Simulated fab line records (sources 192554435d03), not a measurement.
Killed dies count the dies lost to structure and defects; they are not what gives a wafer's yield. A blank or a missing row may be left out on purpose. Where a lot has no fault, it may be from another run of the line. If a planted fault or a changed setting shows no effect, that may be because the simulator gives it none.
A lot that was struck, set against a sound lot ; flow n5_finfet ; 20 steps out of a route of 1938
Sound: these wafers, L716.2, L716.3, L716.5. The struck wafers were L717.4, L717.5, L717.6. Last of all comes the cause.
Order at every step that has rows: each side's tool, ch and its chambers, its first start. Under that, the readings that differ: sound wafers ; struck wafers ; difference of the means ; sigmas: that difference in standard deviations of wafers without a fault.
alike: readings whose means differ by less than 2 such deviations, and words and numbers that are the same on both sides. not compared: withheld readings, readings that some wafer has no value for, bounds like >300 that may hide the same value, and numbers for which the record gives no deviation and whose values overlap.
The two part at a step that has a row with sigmas, a row that says differs or no value, or rows on one side only. When numbers do not overlap yet have no deviation, they are printed without sigmas and do not part them. A reading that every wafer of one side lacks parts them only if that side has two wafers or more.

N5_BEOL_M13_ETCH_59: etches BARC in N2/H2, target depth 89 nm, overetch 26.7 nm, time 67.9 s.
  sound on rie_diel-02 ch 0,1, day 15 06:49; struck on rie_diel-02 ch 0,1, day 15 07:48
reading;sound;struck;difference;sigmas
bias_w (W);151.3 149.5 151.2;149.8 150.2 149.4;-0.9;-2
  alike: drypump_motor_current_A, oes_product_au, rf_fwd_power_W, rf_vpp_V, showerhead_plenum_p_Torr, throttle_valve_pct
  not compared: rf_hours_counter_h
N5_BEOL_M13_VIA_ETCH_16: etches SiOC in C4F8/O2/Ar, target depth 921.7 nm.
  sound on rie_diel-02 ch 0,1, day 15 06:52; struck on rie_diel-02 ch 0,1, day 15 07:52
  alike: bias_w, drypump_motor_current_A, oes_product_au, rf_fwd_power_W, rf_vpp_V, showerhead_plenum_p_Torr, throttle_valve_pct
N5_BEOL_M13_STRIP_63: strips in N2/H2.
  sound on plasma_asher-01 ch 0,1, day 15 07:08; struck on plasma_asher-02 ch 0,1, day 15 08:07
  alike: drypump_motor_current_A, heater_power_w, oes_product_au, strip_time_to_endpoint_s, temp_c
  not compared: rf_hours_counter_h
N5_BEOL_M13_STRIP_64: strips in N2/H2.
  sound on plasma_asher-01 ch 0,1, day 15 07:12; struck on plasma_asher-02 ch 0,1, day 15 08:10
  alike: drypump_motor_current_A, heater_power_w, oes_product_au, strip_time_to_endpoint_s, temp_c
  not compared: rf_hours_counter_h
then, 2 steps without rows for these wafers: N5_BEOL_M13_STRIP_71 (strips in post etch residue remover, time 60 s); N5_BEOL_M13_SRD_72 (time 30 s, dry time 30 s).
N5_BEOL_M13_CD_MEAS_17: target cd 190 nm.
  sound: cd_sem-03 at day 15 07:21; struck: cd_sem-01 at day 15 08:18
  alike: cd_nm
then, 5 steps without rows for these wafers: N5_BEOL_M13_COAT_65 (time 60 s, resist thk 350 nm); N5_BEOL_M13_COAT_66 (time 60 s, resist thk 110 nm); N5_BEOL_M13_COAT_22 (resist thk 300 nm); N5_BEOL_M13_EBR_24; N5_BEOL_M13_SOFTBAKE_23 (time 60 s).
N5_BEOL_M13_EXPOSE_25: exposes mask M13, target cd 210 nm.
  sound on krf_scanner-02 ch 0, day 15 07:31; struck on krf_scanner-01 ch 0, day 15 08:28
reading;sound;struck;difference;sigmas
model.BEOL_M13.overlay_x_nm (nm);-0.6 -0.6 -0.6;38.4 38.4 38.4;+39.0;
  alike: mask, reticle_temp_C
then, 3 steps without rows for these wafers: N5_BEOL_M13_PEB_26 (peb time 90 s); N5_BEOL_M13_DEVELOP_27 (develop time 45 s); N5_BEOL_M13_HARDBAKE_32 (time 120 s).
N5_BEOL_M13_CD_MEAS_28: target cd 209.5 nm.
  sound on cd_sem-02 ch 0, day 15 07:40; struck on cd_sem-03 ch 0, day 15 08:38
  alike: cd_nm
N5_BEOL_M13_OVL_MEAS_29:
  sound on overlay-01 ch 0, day 15 07:42; struck on overlay-02 ch 0, day 15 08:40
reading;sound;struck;difference;sigmas
M13_OVL (nm);-2 -1 -3;46 39 48;+46;+7
N5_BEOL_M13_INSPECT_30: inspects for defects (macro).
  sound: defect_inspect-01 at day 15 07:44; struck: defect_inspect-02 at day 15 08:41
  alike: raw_defect_count
N5_PASSIVATION_PROBE_49:
  sound: prober-01 at day 16 11:36; struck: prober-01 at day 16 19:58
  alike: defect_limited_yield, killed_at_M0_to_M3, killed_at_M4_up, killed_at_contacts, killed_at_front_end, killed_at_other, killed_dies, killed_open, killed_short, sort_bin_4_leakage, sort_bin_5_function, sort_bin_6_memory, sort_bin_8_speed, sort_n_pass, sort_yield_pct

== WHERE THEY PART ==
At N5_BEOL_M13_ETCH_59 first; at N5_BEOL_M13_OVL_MEAS_29 last (within this record only). Later steps at which nothing parts them and some readings are alike: N5_BEOL_M13_INSPECT_30, N5_PASSIVATION_PROBE_49.

WHY: the cause the simulator had injected
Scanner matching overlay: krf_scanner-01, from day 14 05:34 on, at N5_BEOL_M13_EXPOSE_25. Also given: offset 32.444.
